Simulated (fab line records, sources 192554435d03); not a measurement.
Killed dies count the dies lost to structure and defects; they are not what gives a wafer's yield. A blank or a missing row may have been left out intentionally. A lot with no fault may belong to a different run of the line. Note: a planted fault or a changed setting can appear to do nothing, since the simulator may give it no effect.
Chamber matching + flow n5 finfet + N5_BEOL_M11_VIA_ETCH_34 on rie diel-04 has 4 sister chambers
The step etches SiCOH lowk in C4F6/O2, target depth 184.5 nm, time 69.2 s. 16 wafers are shown with their chamber, then 8 later ones without.

== WAFERS PAIRED WITH THEIR CHAMBERS ==
| wafer  | chamber | drypump motor current A (A) | rf vpp V (V) | showerhead plenum p Torr (Torr) |
|--------|---------|-----------------------------|--------------|---------------------------------|
| L075.2 | 2       | 6.3                         | 640          | 2.79                            |
| L075.3 | 3       | 6.1                         | 644          | 2.72                            |
| L075.4 | 0       | 5.1                         | 676          | 2.69                            |
| L080.1 | 2       | 6.3                         | 641          | 2.79                            |
| L080.5 | 1       | 5.0                         | 643          | 2.72                            |
| L080.6 | 2       | 6.3                         | 641          | 2.79                            |
| L081.2 | 1       | 5.0                         | 642          | 2.72                            |
| L081.3 | 2       | 6.3                         | 642          | 2.79                            |
| L081.5 | 3       | 6.0                         | 645          | 2.72                            |
| L083.1 | 3       | 6.1                         | 645          | 2.72                            |
| L083.2 | 2       | 6.3                         | 641          | 2.79                            |
| L083.5 | 3       | 6.1                         | 645          | 2.72                            |
| L086.1 | 1       | 5.0                         | 641          | 2.71                            |
| L086.3 | 0       | 5.1                         | 674          | 2.68                            |
| L086.4 | 3       | 6.0                         | 645          | 2.71                            |
| L090.3 | 1       | 5.0                         | 641          | 2.71                            |

SIGNATURES (means of the wafers above)
| reading                  | chamber 0 | chamber 1 | chamber 2 | chamber 3 | scatter within a chamber |
|--------------------------|-----------|-----------|-----------|-----------|--------------------------|
| drypump motor current A  | 5.100     | 5.000     | 6.300     | 6.060     | 0.0316                   |
| rf vpp V                 | 675.00    | 641.75    | 641.00    | 644.80    | 0.793                    |
| showerhead plenum p Torr | 2.6850    | 2.7150    | 2.7900    | 2.7180    | 0.00438                  |
Rule: a wafer's distance from a chamber is the root of the sum, over the readings, of the square of ((its reading less the chamber's mean) divided by the reading's scatter). The wafer belongs to the nearest chamber; if the next one is less than 2 further off, it can't be placed. The scatter: the root of (the sum of the squares of (reading less its chamber's mean) over the shown wafers, divided by (wafers less chambers)).

== WAFERS WITHOUT THEIR CHAMBER ==
| wafer  | drypump motor current A (A) | rf vpp V (V) | showerhead plenum p Torr (Torr) |
|--------|-----------------------------|--------------|---------------------------------|
| L090.5 | 5.0                         | 642          | 2.71                            |
| L090.6 | 6.0                         | 644          | 2.71                            |
| L094.1 | 6.3                         | 640          | 2.78                            |
| L094.2 | 5.1                         | 673          | 3.02                            |
| L094.6 | 5.1                         | 672          | 3.02                            |
| L097.1 | 6.3                         | 641          | 2.77                            |
| L097.3 | 6.1                         | 644          | 2.70                            |
| L097.5 | 6.3                         | 640          | 2.77                            |

== EACH ONE'S CHAMBER ==
| wafer  | from the rows above     | in truth |
|--------|-------------------------|----------|
| L090.5 | 1                       | 1        |
| L090.6 | 3                       | 3        |
| L094.1 | 2                       | 2        |
| L094.2 | can't be placed: 2 or 0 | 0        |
| L094.6 | can't be placed: 2 or 0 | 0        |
| L097.1 | 2                       | 2        |
| L097.3 | 3                       | 3        |
| L097.5 | 2                       | 2        |
6 of 8 placed correctly. Not placeable from these rows: 2 (in 2, the candidates include the true chamber). 0 placed wrongly.
